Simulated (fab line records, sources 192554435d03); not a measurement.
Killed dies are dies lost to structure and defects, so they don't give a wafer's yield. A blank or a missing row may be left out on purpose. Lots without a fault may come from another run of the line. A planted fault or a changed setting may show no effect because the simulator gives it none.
fab line records | flow n5_finfet
record lots=6 wafers=15 last_day=19
route steps=1938 shown BEOL_M14@1741
lots that met no fault: from a run of the same line without faults
start_h: hours from the record's first day to the start of the lot's first wafer shown | wait_h: hours since the lot's step before | " the same as in the row above | L1.1+2: a row that stands for several wafers | - no value, or no start given | * or withheld: withheld | < > ~ a bound
route shown NAME@n: a module of which the file shows steps, and the number in the route of the first | usual: mean/standard deviation of fault-free wafers | same: alike in all rows | chamber/n: place in a boat | sites: the reading at each site | _std_site: their standard deviation | _edge_site: outer sites' mean less inner sites' | radius_mm: how far each site lies from the wafer's centre | mask NAME#n: copy n | behind: the tool/chamber that last shaped the wafer | hold: why the lot was held/for how many hours/how that ended | device: the transistor (n, p or np) that didn't switch | end of line: the same wafers' tests at the end of the route | a step without rows: its recipe alone | killed: dies lost to structure and defects at the first sort, not the wafer's yield | map: a wafer's dies, x killed, . not, _ none there
set.NAME: the setting as run; set.NAME@STEP: as run at that earlier step | model.NAME: the simulator's own value behind a step, which no gauge read
lots at some steps of the route; a table a step, a row a wafer
services: from which hour (start_h, from the record's first day; less than 0 if before it) a tool's chamber was out of use, for how many hours, and why
## steps
# step N5_BEOL_M14_SOFTBAKE_23
# recipe temp_c=130 time_s=60
# step N5_BEOL_M14_EXPOSE_25
# recipe mask_id=M14 na=0.8 source_shape=annular sigma_inner=0.5 sigma_outer=0.8 polarization=unpolarized target_cd_nm=280 dose_mj=26.6
# step N5_BEOL_M14_PEB_26
# recipe peb_temp_c=130 peb_time_s=90
# step N5_BEOL_M14_DEVELOP_27
# recipe develop_time_s=45 rinse_liquid=diw dry=air_spin dev_temp_c=21
# step N5_BEOL_M14_HARDBAKE_32
# recipe temp_c=130 time_s=120
# step N5_BEOL_M14_CD_MEAS_28
# recipe target_cd_nm=284.4 landing_energy_ev=500 detector=se_inlens
# usual cd_nm=284.3/1.7
# columns lot.wafer tool chamber start_h wait_h cd_nm
L892.3 cd_sem-03 0 290.49 - 286.8
L892.4 " 0 " " 283.6
L892.5 " 0 " " 285.4
L893.3 cd_sem-03 0 294.19 - 281.8
L893.4 " 0 " " 283.3
L902.2 cd_sem-03 0 357.07 - 285.6
L902.4 " 0 " " 284.6
L905.2 cd_sem-03 0 363.54 - 289.0
L905.4 " 0 " " 288.4
L910.3 cd_sem-02 0 413.82 - 286.4
L910.4 " 0 " " 285.2
L910.6 " 0 " " 284.2
L913.2 cd_sem-02 0 425.81 - 283.0
L913.4 " 0 " " 284.6
L913.5 " 0 " " 284.7
# step N5_BEOL_M14_OVL_MEAS_29
# recipe points_per_wafer=44
# usual M14_OVL=-7/4.6
# columns lot.wafer tool chamber start_h wait_h M14_OVL[nm]
L892.3 overlay-02 0 290.52 0.0 -8
L892.4 " 0 " " -3
L892.5 " 0 " " -8
L893.3 overlay-01 0 294.22 0.0 -14
L893.4 " 0 " " -7
L902.2 overlay-02 0 357.11 0.0 -3
L902.4 " 0 " " -1
L905.2 overlay-02 0 363.57 0.0 -7
L905.4 " 0 " " -3
L910.3 overlay-02 0 413.85 0.0 1
L910.4 " 0 " " -3
L910.6 " 0 " " -5
L913.2 overlay-01 0 425.83 0.0 -4
L913.4 " 0 " " -9
L913.5 " 0 " " -7
# step N5_BEOL_M14_INSPECT_30
# recipe mode=adi inspect_instrument=macro
# usual raw_defect_count=2.0/1.5
# columns lot.wafer tool chamber start_h wait_h raw_defect_count
L892.3 defect_inspect-02 - 290.54 0.0 2
L892.4 " - " " 1
L892.5 " - " " 6
L893.3 defect_inspect-02 - 294.24 0.0 2
L893.4 " - " " 1
L902.2 defect_inspect-02 - 357.13 0.0 3
L902.4 " - " " 5
L905.2 defect_inspect-02 - 363.59 0.0 0
L905.4 " - " " 3
L910.3 defect_inspect-01 - 413.87 0.0 2
L910.4 " - " " 2
L910.6 " - " " 3
L913.2 defect_inspect-02 - 425.86 0.0 3
L913.4 " - " " 2
L913.5 " - " " 2
# step N5_BEOL_M14_DESCUM_33
# recipe chemistry=O2 time_s=7.9 source_power_w=50 bias_power_w=20 pressure_mtorr=20 rf_frequency_hz=2.712e+07 temp_c=40 o2_flow_sccm=225
# usual drypump_motor_current_A=5.7/0.4 oes_product_au=0.81/0.096 rf_vpp_V=243.2/1 showerhead_plenum_p_Torr=2.09/0.039 temp_c=39.99/0.1 throttle_valve_pct=20.41/0.23
# columns lot.wafer tool chamber start_h wait_h drypump_motor_current_A oes_product_au rf_hours_counter_h rf_vpp_V showerhead_plenum_p_Torr temp_c throttle_valve_pct
L892.3 rie_diel-05 0 291.03 0.5 6.2 0.69 210 244.0 2.09 40.17 20.86
L892.4 " 1 " " 5.4 0.71 - 242.3 2.06 39.97 20.66
L892.5 " 3 " " 5.3 0.82 - 245.4 2.11 39.94 20.26
L893.3 rie_diel-06 2 294.31 0.1 6.3 0.69 240 242.3 2.05 40.01 20.48
L893.4 " 1 " " 5.7 0.81 74 243.8 2.10 40.05 20.05
L902.2 rie_diel-05 3 357.17 0.0 5.3 0.81 95 243.5 2.10 40.12 20.29
L902.4 " 1 " " 5.4 0.69 236 244.5 2.05 39.93 20.73
L905.2 rie_diel-05 2 363.63 0.0 5.5 0.90 24 242.2 2.06 39.86 20.17
L905.4 " 0 " " 6.2 0.66 239 244.5 2.08 40.03 20.90
L910.3 rie_diel-06 2 413.90 0.0 6.3 0.96 18 243.7 2.04 39.97 20.20
L910.4 " 1 " " 5.8 0.76 122 243.7 2.08 39.88 20.11
L910.6 " 3 " " 5.8 0.97 - 240.5 2.07 39.97 20.35
L913.2 rie_diel-06 3 425.89 0.0 5.8 0.96 6 243.1 2.07 40.13 20.35
L913.4 " 2 " " 6.3 0.95 23 242.6 2.04 40.04 20.22
L913.5 " 1 " " 5.7 0.76 - 244.5 2.08 40.12 20.12
# step N5_BEOL_M14_ETCH_67
# recipe chemistry=CF4 target=SiARC target_depth_a=1430 time_s=238.3 ion_energy_ev=80 pressure_mtorr=40 source_w=545 bias_w=36 Ar_flow_sccm=100 cf4_flow_sccm=100 ends=cleared
# usual drypump_motor_current_A=5.7/0.4 etch_rf_on_time_s=238/4.6 oes_product_au=0.69/0.08 rf_vpp_V=184.1/0.94 showerhead_plenum_p_Torr=2.14/0.04 throttle_valve_pct=15.59/0.2
# columns lot.wafer tool chamber start_h wait_h drypump_motor_current_A etch_rf_on_time_s oes_product_au rf_hours_counter_h rf_vpp_V showerhead_plenum_p_Torr throttle_valve_pct
L892.3 rie_diel-05 0 291.06 0.0 6.2 245 0.58 210 183.4 2.11 15.87
L892.4 " 1 " " 5.4 238 0.60 - 183.9 2.11 15.89
L892.5 " 3 " " 5.3 229 0.71 - 182.6 2.16 15.40
L893.3 rie_diel-06 2 294.35 0.0 6.3 244 0.58 240 184.0 2.12 15.85
L893.4 " 1 " " 5.8 234 0.70 75 184.6 2.18 15.49
L902.2 rie_diel-05 3 357.20 0.0 5.3 230 0.69 95 183.3 2.15 15.45
L902.4 " 1 " " 5.4 239 0.59 236 184.0 2.10 15.96
L905.2 rie_diel-05 2 363.66 0.0 5.5 240 0.76 24 182.6 2.11 15.34
L905.4 " 0 " " 6.2 246 0.57 239 183.6 2.10 15.91
L910.3 rie_diel-06 2 413.94 0.0 6.3 236 0.79 18 183.8 2.11 15.43
L910.4 " 1 " " 5.8 235 0.66 122 184.0 2.16 15.57
L910.6 " 3 " " 5.8 229 0.84 - 183.6 2.10 15.31
L913.2 rie_diel-06 3 425.93 0.0 5.8 230 0.81 6 182.8 2.09 15.34
L913.4 " 2 " " 6.3 239 0.79 23 182.4 2.10 15.43
L913.5 " 1 " " 5.8 238 0.65 - 186.1 2.16 15.57
# step N5_BEOL_M14_ETCH_68
# recipe chemistry=N2/H2 target=SOC mask_material=SiARC source_w=3000 bias_w=350 temp_c=40 time_s=450 ion_energy_ev=200 pressure_mtorr=30 n2_flow_sccm=200 h2_flow_sccm=200
# usual drypump_motor_current_A=5.7/0.4 h2_flow_sccm=200.0/0.54 oes_product_au=0.81/0.098 rf_vpp_V=524.0/1.6 showerhead_plenum_p_Torr=2.54/0.05 temp_c=40.01/0.12 throttle_valve_pct=17.74/0.21
# columns lot.wafer tool chamber start_h wait_h drypump_motor_current_A h2_flow_sccm oes_product_au rf_hours_counter_h rf_vpp_V showerhead_plenum_p_Torr temp_c throttle_valve_pct
L892.3 rie_diel-05 0 291.21 0.1 6.2 199.7 0.68 210 522.7 2.51 39.95 17.99
L892.4 " 1 " " 5.4 200.0 0.70 - 523.3 2.52 40.02 18.06
L892.5 " 3 " " 5.3 200.0 0.83 - 524.8 2.59 39.85 17.82
L893.3 rie_diel-06 2 294.49 0.1 6.3 200.2 0.68 240 522.6 2.50 39.99 17.85
L893.4 " 1 " " 5.7 199.8 0.79 75 523.1 2.60 40.15 17.71
L902.2 rie_diel-05 3 357.35 0.1 5.3 199.4 0.80 95 524.3 2.58 39.94 17.87
L902.4 " 1 " " 5.4 200.4 0.69 236 522.5 2.51 39.90 18.08
L905.2 rie_diel-05 2 363.81 0.1 5.5 199.8 0.90 24 521.3 2.50 40.11 17.42
L905.4 " 0 " " 6.2 198.8 0.66 239 523.3 2.50 39.88 18.05
L910.3 rie_diel-06 2 414.09 0.1 6.3 199.0 0.96 18 521.4 2.48 39.96 17.51
L910.4 " 1 " " 5.7 199.9 0.77 122 524.8 2.58 39.97 17.79
L910.6 " 3 " " 5.8 199.0 0.98 - 523.3 2.48 40.06 17.41
L913.2 rie_diel-06 3 426.07 0.1 5.8 200.3 0.96 6 522.5 2.48 39.75 17.42
L913.4 " 2 " " 6.3 200.6 0.94 23 522.5 2.48 39.97 17.52
L913.5 " 1 " " 5.7 201.3 0.76 - 524.6 2.58 39.83 17.80
# step N5_BEOL_M14_STRIP_69
# recipe chemistry=N2/H2 temp_c=40 n2_flow_sccm=200 h2_flow_sccm=200 rf_frequency_hz=6e+07
# step N5_BEOL_M14_TRENCH_ETCH_34
# recipe chemistry=C4F8/O2/Ar target=SiO2 target_depth_a=5566.5 mask_material=SOC he_inner_torr=15 he_outer_torr=30 time_s=126.9 ion_energy_ev=800 pressure_mtorr=20 source_w=1905 bias_w=2040 Ar_flow_sccm=400 C4F8_flow_sccm=16 O2_flow_sccm=12
# usual C4F8_flow_sccm=15.99/0.048 O2_flow_sccm=12.01/0.041 drypump_motor_current_A=5.7/0.4 oes_product_au=0.81/0.092 rf_vpp_V=2211/34 showerhead_plenum_p_Torr=3.43/0.057 throttle_valve_pct=30.82/0.15
# columns lot.wafer tool chamber start_h wait_h C4F8_flow_sccm O2_flow_sccm drypump_motor_current_A oes_product_au rf_hours_counter_h rf_vpp_V showerhead_plenum_p_Torr throttle_valve_pct model.etch.depth_nm
L892.3 rie_diel-05 0 291.48 0.0 16.03 11.97 6.3 0.68 211 2228 3.40 31.13 544.9
L892.4 " 1 " " 16.02 12.03 5.4 0.71 - 2198 3.38 30.95 554.7
L892.5 " 3 " " 16.03 11.99 5.3 0.84 - 2179 3.46 30.82 579.6
L893.3 rie_diel-06 2 294.77 0.0 16.00 11.94 6.3 0.67 240 2283 3.38 30.86 537.1
L893.4 " 1 " " 15.99 11.97 5.8 0.80 75 2208 3.48 30.66 560.3
L902.2 rie_diel-05 3 357.62 0.0 16.03 11.92 5.3 0.81 95 2178 3.45 30.83 546
L902.4 " 1 " " 16.07 11.94 5.4 0.69 236 2197 3.36 30.99 554
L905.2 rie_diel-05 2 364.08 0.0 15.92 11.99 5.5 0.89 24 2223 3.39 30.62 528.8
L905.4 " 0 " " 15.99 12.03 6.2 0.66 239 2226 3.38 31.15 537.6
L910.3 rie_diel-06 2 414.36 0.0 15.93 11.95 6.3 0.93 19 2278 3.37 30.77 557.3
L910.4 " 1 " " 15.93 11.93 5.7 0.76 122 2206 3.46 30.70 557.9
L910.6 " 3 " " 16.11 11.95 5.8 0.99 - 2167 3.37 30.71 577.9
L913.2 rie_diel-06 3 426.35 0.0 16.00 12.07 5.8 0.97 6 2165 3.37 30.71 581.7
L913.4 " 2 " " 15.97 12.07 6.3 0.92 23 2281 3.37 30.77 555.8
L913.5 " 1 " " 16.03 12.12 5.7 0.77 - 2207 3.46 30.73 567.6
# step N5_BEOL_M14_STRIP_70
# recipe chemistry=C4F8/O2/Ar resist=SiARC rf_frequency_hz=6e+07
# step N5_BEOL_M14_OCD_MEAS_35
# usual trench_depth_nm=556/11
# columns lot.wafer tool chamber start_h wait_h trench_depth_nm
L892.3 ocd-02 - 291.64 0.0 545
L892.4 " - " " 555
L892.5 " - " " 579
L893.3 ocd-02 - 294.92 0.0 538
L893.4 " - " " 560
L902.2 ocd-02 - 357.78 0.0 546
L902.4 " - " " 554
L905.2 ocd-02 - 364.24 0.0 529
L905.4 " - " " 538
L910.3 ocd-01 - 414.52 0.0 557
L910.4 " - " " 558
L910.6 " - " " 578
L913.2 ocd-02 - 426.50 0.0 582
L913.4 " - " " 556
L913.5 " - " " 568
# step N5_BEOL_M14_STRIP_37
# recipe chemistry=O2 power_w=600 temp_c=60 pressure_mtorr=30 rf_frequency_hz=6e+07 bias_power_w=0 overash_fraction=0.3 o2_flow_sccm=225
# step N5_BEOL_M14_ETCH_38
# recipe chemistry=CF4/N2 target=SiCN target_depth_a=1065 taper_deg=2 time_s=120.6 ion_energy_ev=150 mask_material=SiO2 pressure_mtorr=40 source_w=430 bias_w=70 Ar_flow_sccm=100 cf4_flow_sccm=60 n2_flow_sccm=60
# step N5_BEOL_M14_PRECLEAN_39
# recipe chemistry=residue_remover time_s=60 temp_c=40
# step N5_BEOL_M14_SRD_40
# recipe time_s=30 temp_c=23 rinse_liquid=diw dry=n2_spin spin_rpm=1500 dry_time_s=30
# step N5_BEOL_M14_DEGAS_41
# recipe ambient=vacuum temp_c=300 time_s=60
# step N5_BEOL_M14_PRE_CLEAN_42
# recipe gas=H2/He time_s=30 temp_c=300
# usual heater_power_w=483/51
# columns lot.wafer tool chamber start_h wait_h heater_power_w
L892.3 pvd_sputter-03 - 294.05 0.0 463
L892.4 " - " " 509
L892.5 " - " " 429
L893.3 pvd_sputter-03 - 297.87 0.0 442
L893.4 " - " " 504
L902.2 pvd_sputter-01 - 360.63 0.0 537
L902.4 " - " " 447
L905.2 pvd_sputter-02 - 368.02 0.0 404
L905.4 " - " " 472
L910.3 pvd_sputter-03 - 415.36 0.0 429
L910.4 " - " " 430
L910.6 " - " " 497
L913.2 pvd_sputter-02 - 427.47 0.0 416
L913.4 " - " " 399
L913.5 " - " " 485
# step N5_BEOL_M14_SPUTTER_43
# recipe material=TaN target_thk_a=150 temp_c=50 bias_v=168.6 power_w=15000 chamber_pressure_pa=0.12 time_s=24.19
# step N5_BEOL_M14_SPUTTER_44
# recipe material=Ta target_thk_a=150 temp_c=50 bias_v=80 power_w=15000 chamber_pressure_pa=0.07 time_s=24.19
# usual cathode_dc_power_W=15000/3.2 throttle_valve_pct=30.0/0.99
# columns lot.wafer tool chamber start_h wait_h cathode_dc_power_W throttle_valve_pct
L892.3 pvd_sputter-03 - 294.17 0.0 15003 30.0
L892.4 " - " " 15003 28.6
L892.5 " - " " 15004 30.3
L893.3 pvd_sputter-03 - 297.99 0.0 15004 30.2
L893.4 " - " " 14994 28.5
L902.2 pvd_sputter-01 - 360.75 0.0 15000 28.8
L902.4 " - " " 15005 31.9
L905.2 pvd_sputter-02 - 368.14 0.0 15002 31.1
L905.4 " - " " 14996 30.6
L910.3 pvd_sputter-03 - 415.48 0.0 14997 31.0
L910.4 " - " " 15002 30.5
L910.6 " - " " 14998 28.4
L913.2 pvd_sputter-02 - 427.59 0.0 14994 29.6
L913.4 " - " " 15006 31.3
L913.5 " - " " 15004 30.4
# step N5_BEOL_M14_SPUTTER_45
# recipe material=Cu target_thk_a=1000 temp_c=-20 bias_v=60 power_w=26000 chamber_pressure_pa=0.13 time_s=16.67
# step N5_BEOL_M14_ECD_47
# recipe material=Cu target_thk_a=12480
# step N5_BEOL_M14_ANNEAL_48
# recipe temp_c=225 time_s=90 ambient=N2
# step N5_BEOL_M14_CMP_49
# recipe stop_on=SiO2 t_overpolish_s=5.2 down_force_psi=2 platen_rpm=80 clearing_platen_down_force_psi=2 clearing_platen_rpm=80 post_cmp_clean=cu_alkaline target_thk_nm=560 clearing_platen_pad_velocity_m_s=1.5917 pad_velocity_m_s=1.5917
# usual barrier_field_endpoint_s=11.32/0.24 head_pressure_psi=2.000/0.004 motor_current_A=8.1/0.91 overpolish_run_s=5.202/0.0085 pad_life_wafers=1009/610 time_to_endpoint_s=121/3.9
# columns lot.wafer tool chamber start_h wait_h barrier_field_endpoint_s head_pressure_psi motor_current_A overpolish_run_s pad_life_wafers time_to_endpoint_s model.Cu_of_BEOL_M14_ECD_47.thk_nm
L892.4 cmp-01 1 294.86 0.1 11.52 1.994 8.7 5.199 480 124 557.2
L892.3 " 0 " " 11.45 2.002 9.3 5.205 483 121 548
L892.5 " 2 " " 11.36 1.996 7.4 5.206 - 123 583.8
L893.3 cmp-03 0 300.50 0.2 11.33 2.003 9.3 5.202 361 119 541.6
L893.4 " 1 " " 11.55 1.997 6.6 5.209 362 124 565.4
L902.2 cmp-03 3 361.44 0.2 11.61 1.992 8.2 5.200 930 121 547.4
L902.4 " 1 " " 11.61 2.003 6.8 5.203 932 124 556
L905.2 cmp-02 2 370.69 0.2 10.85 2.000 8.2 5.198 180 116 531.6
L905.4 " 1 " " 10.89 1.997 7.7 5.207 183 114 540.6
L910.4 cmp-03 1 416.50 0.1 11.41 1.997 6.7 5.201 1350 124 563.2
L910.3 " 3 " " 10.99 2.000 8.2 5.196 1352 118 558.8
L910.6 " 2 " " 11.28 2.000 7.9 5.195 - 124 581.6
L913.4 cmp-01 3 428.35 0.2 11.58 1.996 7.7 5.203 1580 130 560
L913.2 " 0 " " 11.39 1.997 9.3 5.190 1581 120 583.8
L913.5 " 1 " " 10.93 1.991 7.7 5.195 - 117 569.8
# step N5_BEOL_M14_THK_MEAS_50
# recipe thk_meas_gauge=xrf reads=Cu_of_BEOL_M14_ECD_47
# usual M14_THK=552/12
# columns lot.wafer tool chamber start_h wait_h M14_THK[nm]
L892.3 film_metro-01 - 295.15 - 541
L892.4 " - " " 551
L892.5 " - " " 579
L893.3 film_metro-01 - 300.76 - 538
L893.4 " - " " 561
L902.2 film_metro-02 - 361.73 - 541
L902.4 " - " " 550
L905.2 film_metro-01 - 370.98 - 528
L905.4 " - " " 537
L910.3 film_metro-01 - 416.80 - 552
L910.4 " - " " 555
L910.6 " - " " 574
L913.2 film_metro-01 - 428.57 - 578
L913.4 " - " " 555
L913.5 " - " " 563
## services
# columns tool chamber start_h hours kind
cmp-01 - 275.76 1.8 repair
rie_diel-05 2 276.14 - clean
rie_diel-05 2 276.14 - consumable_replace:focus_ring
rie_diel-05 2 276.14 16.3 scheduled_down
rie_diel-05 2 276.14 16.3 vent_cycle
rie_diel-06 2 318.16 10.9 repair
cmp-02 - 326.12 3.4 repair
cmp-01 - 331.94 3.6 pm
cmp-03 - 332.25 1.2 repair
cmp-02 - 339.88 4.0 pm
cmp-02 - 348.85 2.7 repair
cmp-02 - 359.71 0.6 repair
rie_diel-06 - 369.08 2.8 pm
cmp-03 - 379.25 3.6 repair
rie_diel-06 3 388.92 - clean
rie_diel-06 3 388.92 - consumable_replace:focus_ring
rie_diel-06 3 388.92 19.5 scheduled_down
rie_diel-06 3 388.92 19.5 vent_cycle
cmp-01 - 392.00 1.8 repair
pvd_sputter-02 - 398.94 1.0 repair
rie_diel-05 0 399.21 - clean
rie_diel-05 0 399.21 - consumable_replace:focus_ring
rie_diel-05 0 399.21 20.1 scheduled_down
cmp-01 - 418.24 5.0 repair
## key
first_sign none at tools or gauges
model_effect step=N5_BEOL_M14_TRENCH_ETCH_34 value=etch.depth_nm without=567.6 struck=537.4
model_effect step=N5_BEOL_M14_CMP_49 value=Cu_of_BEOL_M14_ECD_47.thk_nm without=569.8 struck=539.5
met_at N5_BEOL_M14_TRENCH_ETCH_34
struck_wafers L902.2,L905.2
onset_between 291.48 357.62
fault kind=process_parameter_drift tool=rie_diel-05 chamber=- onset_h=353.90 steps=N5_BEOL_M14_TRENCH_ETCH_34 channel=time_s offset=* shape=step end_h=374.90 scope=struck_wafers_only acts_in=* stated=*
